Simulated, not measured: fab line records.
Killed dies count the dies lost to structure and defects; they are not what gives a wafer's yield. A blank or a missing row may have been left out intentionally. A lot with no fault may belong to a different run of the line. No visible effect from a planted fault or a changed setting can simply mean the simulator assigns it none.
Chamber matching / flow nandHarc / NHARC_P_GATE_DEP_103 on pecvd-04 has 3 sister chambers
The step deposits SiON, target thk 30 nm. 3 wafers are shown with their chamber, then 7 later ones without.

## EACH WAFER AND ITS CHAMBER
wafer=L087.4; chamber=2; heaterPowerW (W)=567
wafer=L090.1; chamber=0; heaterPowerW (W)=768
wafer=L090.3; chamber=1; heaterPowerW (W)=967

## WAFERS WHOSE CHAMBER IS MISSING
wafer=L090.4; heaterPowerW (W)=1002
wafer=L092.1; heaterPowerW (W)=748
wafer=L092.2; heaterPowerW (W)=985
wafer=L092.5; heaterPowerW (W)=973
wafer=L094.1; heaterPowerW (W)=561
wafer=L094.2; heaterPowerW (W)=839
wafer=L094.5; heaterPowerW (W)=856

## THE CHAMBER EACH PASSED THROUGH
wafer=L090.4; from the rows above=1; in truth=1
wafer=L092.1; from the rows above=0; in truth=0
wafer=L092.2; from the rows above=1; in truth=1
wafer=L092.5; from the rows above=1; in truth=1
wafer=L094.1; from the rows above=2; in truth=2
wafer=L094.2; from the rows above=can't be placed: 0 or 1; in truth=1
wafer=L094.5; from the rows above=can't be placed: 0 or 1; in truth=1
Correctly placed: 5 of 7. Unplaceable from these rows: 2, with the true chamber sitting among the candidates in 2. Number placed wrongly: 0.
How it was worked out, from the rows above alone: a wafer's distance from a chamber is the root of the sum, over the readings, of the square of ((its reading less the chamber's mean) divided by the reading's scatter). The wafer belongs to the nearest chamber; if the next one is less than 2 further off, it can't be placed. The mean given for a chamber averages the wafers shown for that chamber. The scatter: root of mean squared gap, hidden wafer to nearest shown wafer, with one shown wafer a chamber.
